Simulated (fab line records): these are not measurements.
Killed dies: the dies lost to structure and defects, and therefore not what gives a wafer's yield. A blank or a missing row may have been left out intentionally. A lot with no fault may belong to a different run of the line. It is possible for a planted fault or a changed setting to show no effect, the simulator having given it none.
Which of the tools did it? ; flow n5Finfet ; 7 lots, 19 wafers sampled, at 8 steps of a route of 1938

== WHAT THE GAUGES SHOWED, per wafer ==
N5_BEOL_M9_CD_MEAS_11 targets a cd of 64.1 nm. Usual: 64.0 nm for cdNm, sd 0.64.
lot;measured;on;cdNm (nm);flag
L888;day 11 05:35;cdSem-03;64.2 63.1 63.7;
L892;day 11 17:12;cdSem-02;64.0 64.1 63.5;
L890;day 12 08:34;cdSem-01;65.4 64.5 64.5;
L901;day 13 16:26;cdSem-02;64.0 63.3;
L903;day 14 13:46;cdSem-01;64.3 64.4;
L906;day 15 19:16;cdSem-02;64.0 63.8 64.1;
L908;day 15 23:46;cdSem-03;63.8 63.5 64.5;

N5_BEOL_M9_OCD_MEAS_38. Usual: 149 nm for trenchDepthNm, sd 3.9.
lot;measured;on;trenchDepthNm (nm);flag
L888;day 11 09:41;ocd-01;153 146 149;
L892;day 11 20:00;ocd-01;155 148 147;
L890;day 12 12:40;ocd-01;148 150 158;
L901;day 13 17:51;ocd-01;150 205;OFF
L903;day 14 19:55;ocd-01;149 208;OFF
L906;day 16 00:37;ocd-01;154 147 156;
L908;day 16 05:17;ocd-01;154 148 156;

N5_BEOL_M9_THK_MEAS_53: measures by xrf. Usual: M9_THK 140 nm, standard deviation 4.3.
lot;measured;on;M9_THK (nm);flag
L888;day 11 12:00;filmMetro-02;141 137 140;
L892;day 11 22:50;filmMetro-02;144 137 134;
L890;day 12 15:25;filmMetro-01;137 138 146;
L901;day 13 20:14;filmMetro-02;142 199;OFF
L903;day 14 22:50;filmMetro-01;139 197;OFF
L906;day 16 05:02;filmMetro-02;146 140 148;
L908;day 16 07:14;filmMetro-01;144 137 147;

N5_BEOL_M9_RS_MEAS_57: a four-point-probe measurement. Usual: M9_RS 0.154 ohm/sq, standard deviation 0.0051.
lot;measured;on;M9_RS (ohm/sq);flag
L888;day 11 12:08;filmMetro-02;0.150 0.156 0.151;
L892;day 11 22:58;filmMetro-01;0.147 0.157 0.160;
L890;day 12 15:33;filmMetro-01;0.156 0.154 0.144;
L901;day 13 20:24;filmMetro-02;0.151 0.106;OFF
L903;day 14 22:59;filmMetro-01;0.153 0.105;OFF
L906;day 16 05:10;filmMetro-02;0.146 0.153 0.144;
L908;day 16 07:22;filmMetro-01;0.147 0.157 0.145;

N5_BEOL_M15_RC_MEAS_101. Usual: COMB_M10 1.5e-11 S/m, standard deviation 3.1e-12; COMB_M11 1.51e-11 S/m, standard deviation 2.9e-12; COMB_M12 7.5e-12 S/m, standard deviation 1.3e-12; COMB_M13 5.8e-12 S/m, standard deviation 1.1e-12; COMB_M14 4.3e-12 S/m, standard deviation 7.2e-13; COMB_M15 3.3e-12 S/m, standard deviation 6e-13; COMB_M5 3.7e-11 S/m, standard deviation 6.8e-12; COMB_M6 2.6e-11 S/m, standard deviation 5.1e-12; COMB_M7 2.6e-11 S/m, standard deviation 4.6e-12; COMB_M8 2.6e-11 S/m, standard deviation 5.1e-12; SERP_M10 3.08 ohm/um, standard deviation 0.087; SERP_M11 3.12 ohm/um, standard deviation 0.11; SERP_M12 0.640 ohm/um, standard deviation 0.022; SERP_M13 0.313 ohm/um, standard deviation 0.0075; SERP_M14 0.160 ohm/um, standard deviation 0.0045; SERP_M5 39.3 ohm/um, standard deviation 2.1; SERP_M6 13.7 ohm/um, standard deviation 0.53; SERP_M7 14.0 ohm/um, standard deviation 0.69; SERP_M8 13.9 ohm/um, standard deviation 0.65; SERP_M9 3.13 ohm/um, standard deviation 0.12; SERP_M9_max_site 3.21 ohm/um, standard deviation 0.13.
lot;measured;on;COMB_M10 (S/m);COMB_M11 (S/m);COMB_M12 (S/m);COMB_M13 (S/m);COMB_M14 (S/m);COMB_M15 (S/m);COMB_M5 (S/m);COMB_M6 (S/m);COMB_M7 (S/m);COMB_M8 (S/m);SERP_M10 (ohm/um);SERP_M11 (ohm/um);SERP_M12 (ohm/um);SERP_M13 (ohm/um);SERP_M14 (ohm/um);SERP_M5 (ohm/um);SERP_M6 (ohm/um);SERP_M7 (ohm/um);SERP_M8 (ohm/um);SERP_M9 (ohm/um);SERP_M9_max_site (ohm/um);flag
L888;day 13 11:14;prober-01;1.5e-11 1.5e-11 1.7e-11;1.9e-11 1.43e-11 2.06e-11;6.9e-12 7.5e-12 7.3e-12;3.9e-12 5.1e-12 4.6e-12;3.8e-12 3.1e-12 4e-12;2.9e-12 3.7e-12 3.4e-12;3.7e-11 4e-11 2.7e-11;3.4e-11 3.1e-11 3e-11;2.6e-11 3.6e-11 3.8e-11;2.7e-11 3.7e-11 2.9e-11;3.06 3.21 3.09;3.24 3.18 3.22;0.632 0.668 0.642;0.314 0.316 0.309;0.158 0.154 0.154;37.0 39.6 39.2;14.1 14.0 14.8;13.7 13.4 12.9;13.5 12.5 14.1;3.07 3.25 3.10;3.17 3.41 3.19;
L892;day 13 22:05;prober-02;1.9e-11 2e-11 1.7e-11;1.64e-11 1.72e-11 1.63e-11;7.6e-12 6e-12 8.5e-12;8.3e-12 5.7e-12 6.3e-12;4.6e-12 4.8e-12 5.2e-12;3.2e-12 3.9e-12 3.4e-12;4e-11 3e-11 3.9e-11;2.4e-11 3.1e-11 2.4e-11;2.2e-11 2.2e-11 2.6e-11;2.9e-11 3.1e-11 2.7e-11;3.07 3.03 3.13;3.06 3.11 3.09;0.652 0.652 0.600;0.311 0.308 0.313;0.159 0.158 0.162;38.6 39.9 35.6;13.3 14.8 14.4;13.4 13.2 14.7;13.7 14.1 13.9;3.01 3.18 3.26;3.15 3.30 3.39;
L890;day 14 12:29;prober-02;1.3e-11 1.7e-11 1.7e-11;1.38e-11 1.09e-11 1.52e-11;7.1e-12 7.7e-12 6e-12;6.8e-12 4.9e-12 4.2e-12;4.6e-12 3.6e-12 4.8e-12;4.2e-12 2.8e-12 3.6e-12;3.8e-11 3.1e-11 4e-11;3.6e-11 2.5e-11 5e-11;2.3e-11 3e-11 2.5e-11;3.6e-11 2.7e-11 2e-11;3.13 3.07 2.91;3.12 3.13 3.19;0.607 0.602 0.661;0.319 0.328 0.314;0.165 0.152 0.162;39.4 39.7 44.7;13.7 14.3 13.7;13.6 14.7 13.6;14.3 14.1 14.2;3.06 3.05 2.88;3.17 3.09 2.98;
L901;day 15 15:38;prober-01;1.4e-11 1.6e-11;1.67e-11 1.49e-11;4.8e-12 6e-12;7.4e-12 7.1e-12;3.3e-12 4.2e-12;3.1e-12 2.1e-12;3.4e-11 5e-11;2.7e-11 2.5e-11;3e-11 3.2e-11;2.3e-11 2.6e-11;3.15 3.08;3.09 2.94;0.682 0.621;0.319 0.320;0.160 0.155;36.5 39.6;13.5 13.2;14.4 14.3;14.9 14.5;3.08 2.18;3.15 2.23;OFF
L903;day 16 19:26;prober-02;1.2e-11 1.3e-11;2.01e-11 1.74e-11;8.5e-12 8.8e-12;5.3e-12 4.5e-12;4.6e-12 4.4e-12;4e-12 3e-12;3.2e-11 3.6e-11;3e-11 2.3e-11;2.2e-11 2.5e-11;2.4e-11 3.1e-11;3.19 3.05;3.16 3.04;0.649 0.661;0.323 0.310;0.157 0.163;40.3 38.0;14.3 13.9;14.8 14.4;12.7 13.8;3.15 2.12;3.22 2.16;OFF
L906;day 17 22:59;prober-01;1.7e-11 1.3e-11 1.3e-11;1.29e-11 8.5e-12 1.2e-11;6.9e-12 5.9e-12 9.7e-12;7.7e-12 7.9e-12 6.3e-12;4.9e-12 4.2e-12 4.5e-12;3.2e-12 3.1e-12 4.2e-12;3.3e-11 3.1e-11 3e-11;2.9e-11 2.3e-11 2.7e-11;3.5e-11 3.2e-11 2.4e-11;2.4e-11 2.9e-11 3e-11;3.09 3.06 3.10;3.07 3.20 3.09;0.663 0.679 0.669;0.325 0.320 0.319;0.155 0.161 0.155;34.9 39.6 36.0;14.8 12.9 13.9;13.9 14.2 13.6;13.8 14.2 14.8;3.03 3.13 2.89;3.10 3.20 2.94;
L908;day 18 05:26;prober-02;1.8e-11 1.7e-11 1.3e-11;1.3e-11 1.8e-11 1.11e-11;9.3e-12 9.7e-12 7.9e-12;6.8e-12 5.7e-12 5.5e-12;4.2e-12 4.9e-12 4.1e-12;2.8e-12 3.2e-12 3.8e-12;3.1e-11 3.1e-11 3.2e-11;2.2e-11 3.5e-11 3.6e-11;3.1e-11 2.3e-11 3.2e-11;3.4e-11 2.8e-11 2.7e-11;3.20 3.10 3.11;2.92 3.14 3.00;0.636 0.634 0.636;0.298 0.313 0.309;0.156 0.160 0.154;40.3 39.9 43.6;13.2 14.0 14.3;14.0 14.4 13.5;14.4 14.5 14.0;2.96 3.21 2.92;3.00 3.33 3.02;

== TOOL THAT RAN EACH LOT (tool first, then ch and the chambers of the sampled wafers, then the start) ==
lot;N5_BEOL_M9_STRIP_19;N5_BEOL_M9_TRENCH_ETCH_37;N5_BEOL_M9_PRE_CLEAN_45
L888;rieDiel-06 ch 0,1,2, day 11 06:04;rieDiel-04 ch 1,2,3, day 11 09:30;pvdSputter-03, day 11 10:34
L892;rieDiel-06 ch 1,2,3, day 11 17:44;rieDiel-04 ch 0,1,2, day 11 19:49;pvdSputter-03, day 11 20:52
L890;rieDiel-06 ch 0,1,3, day 12 09:02;rieDiel-04 ch 0,2,3, day 12 12:29;pvdSputter-03, day 12 13:16
L901;rieDiel-04 ch 1, day 13 16:54;rieDiel-04 ch 1,3, day 13 17:41;pvdSputter-03, day 13 18:48
L903;rieDiel-06 ch 2,3, day 14 14:19;rieDiel-04 ch 0, day 14 19:44;pvdSputter-02, day 14 20:55
L906;rieDiel-06 ch 0,1,2, day 15 19:46;rieDiel-03 ch 0,2,3, day 16 00:26;pvdSputter-03, day 16 01:18
L908;rieDiel-06 ch 0,1,2, day 16 00:17;rieDiel-03 ch 0,2,3, day 16 05:08;pvdSputter-01, day 16 05:51
- N5_BEOL_M9_STRIP_19: strips in O2.
- N5_BEOL_M9_TRENCH_ETCH_37: etches SiCOH lowk in C4F6/O2, target depth 151.43 nm, time 49 s.
- N5_BEOL_M9_PRE_CLEAN_45: time 30 s.

== WHAT THE TOOLS THEMSELVES READ (means of the sampled wafers that have a number; where no wafer has one, the mark that the record gives instead) ==
N5_BEOL_M9_STRIP_19. Usual: drypumpMotorCurrentA 5.8 A, standard deviation 0.41; oesProductAu 0.76 a.u., standard deviation 0.084; rfVppV 3.6 V, standard deviation 0.66; showerheadPlenumPTorr 2.10 Torr, standard deviation 0.061; throttleValvePct 16.75 %, standard deviation 0.27.
lot;tool;drypumpMotorCurrentA (A);oesProductAu (a.u.);rfVppV (V);showerheadPlenumPTorr (Torr);throttleValvePct (%);flag
L888;rieDiel-06;5.4;0.73;3.4;2.07;16.85;
L892;rieDiel-06;5.6;0.73;3.1;2.04;16.82;
L890;rieDiel-06;5.6;0.70;3.6;2.05;16.98;
L901;rieDiel-04;6.3;0.71;4.0;2.16;16.68;
L903;rieDiel-06;5.8;0.72;4.3;2.00;16.86;
L906;rieDiel-06;5.4;0.71;4.0;2.06;16.92;
L908;rieDiel-06;5.4;0.70;3.3;2.06;16.91;

N5_BEOL_M9_TRENCH_ETCH_37. Usual: drypumpMotorCurrentA 5.9 A, standard deviation 0.41; oesProductAu 0.78 a.u., standard deviation 0.094; rfVppV 666 V, standard deviation 9.5; showerheadPlenumPTorr 2.87 Torr, standard deviation 0.077; throttleValvePct 20.96 %, standard deviation 0.3.
lot;tool;drypumpMotorCurrentA (A);oesProductAu (a.u.);rfVppV (V);showerheadPlenumPTorr (Torr);throttleValvePct (%);flag
L888;rieDiel-04;6.0;0.81;665;2.94;21.07;
L892;rieDiel-04;6.3;0.84;672;2.91;20.79;
L890;rieDiel-04;5.9;0.84;672;2.90;20.87;
L901;rieDiel-04;5.8;0.80;664;2.96;21.22;
L903;rieDiel-04;6.1;0.90;682;2.85;20.50;
L906;rieDiel-03;6.1;0.84;669;2.85;20.83;
L908;rieDiel-03;6.1;0.84;669;2.85;20.83;

N5_BEOL_M9_PRE_CLEAN_45. Usual: 326 W for heaterPowerW, sd 33.
lot;tool;heaterPowerW (W);flag
L888;pvdSputter-03;318;
L892;pvdSputter-03;343;
L890;pvdSputter-03;319;
L901;pvdSputter-03;304;
L903;pvdSputter-02;322;
L906;pvdSputter-03;315;
L908;pvdSputter-01;388;

== THE ANSWER, worked out from the rows above alone ==
Rule: a lot counts as off when the mean over its wafers that have a number is more than 3 standard deviations away from the usual mean. A lot without any number at a reading at which 4 lots or more have one is off too. Where the step has rows for the other lots, those lots are counted as sound. Order of review: gauges by route order, followed by the tools' own readings, for which a lot's mean as printed above is used. At the first step where some lot is off, the reading lying furthest off is the one used; lots without a number count as furthest.
Off, at N5_BEOL_M9_OCD_MEAS_38 on trenchDepthNm: L901, L903.
If a tool, at a process step before that reading, ran all the lots that are off and no sound lot after the first of them, it fits. The gauges at N5_BEOL_M9_OCD_MEAS_38 aren't tried: what is off there is off at N5_BEOL_M9_THK_MEAS_53 too, on other tools, and a gauge's error can't cause that. One fits: rieDiel-04 at N5_BEOL_M9_TRENCH_ETCH_37. Its last sound lot is L890 (day 12 12:29), its first lot that is off L901 (day 13 17:41): a fault that began between those two fits.

== WHAT THE SIMULATOR HAD PUT IN ==
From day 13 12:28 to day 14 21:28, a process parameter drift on rieDiel-04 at N5_BEOL_M9_TRENCH_ETCH_37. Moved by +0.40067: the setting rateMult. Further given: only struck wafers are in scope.
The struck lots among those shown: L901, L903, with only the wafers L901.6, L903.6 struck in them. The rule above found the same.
